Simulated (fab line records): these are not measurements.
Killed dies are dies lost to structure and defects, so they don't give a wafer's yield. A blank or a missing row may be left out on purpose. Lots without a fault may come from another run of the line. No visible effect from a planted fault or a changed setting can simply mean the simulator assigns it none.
Chamber matching ; flow nand-harc ; NHARC_A_CONTACT_CMP_20 on cmp-04: 4 sister chambers
The step polishes, t overpolish 30 s, target thk 300 nm. 4 wafers are shown with their chamber, then 7 later ones without.

== WAFERS, EACH WITH ITS CHAMBER ==
wafer;chamber;motor-current-A (A)
L107.4;2;11.5
L107.6;3;11.3
L105.1;1;13.7
L105.2;0;12.4

== WAFERS WITH NO CHAMBER GIVEN ==
wafer;motor-current-A (A)
L105.3;12.1
L108.3;13.9
L108.4;11.5
L108.6;13.8
L115.1;11.0
L115.3;11.8
L115.5;12.3

== THE CHAMBER EACH PASSED THROUGH ==
wafer;from the rows above;in truth
L105.3;can't be placed: 0 or 2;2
L108.3;1;1
L108.4;can't be placed: 2 or 3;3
L108.6;1;1
L115.1;can't be placed: 3 or 2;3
L115.3;can't be placed: 2 or 3 or 0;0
L115.5;0;0
3 of 7 placed correctly. These rows do not allow placing 4 (true chamber among the candidates in 4). Placed wrongly: 0.
How it was worked out, from the rows above alone: a wafer's distance from a chamber is the root of the sum, over the readings, of the square of ((its reading less the chamber's mean) divided by the reading's scatter). The wafer belongs to the nearest chamber; if the next one is less than 2 further off, it can't be placed. For every chamber, the mean is computed from those of its wafers that are shown. The scatter: with one shown wafer a chamber, the root of the mean of the squares of how far each hidden wafer lies from its nearest shown one.
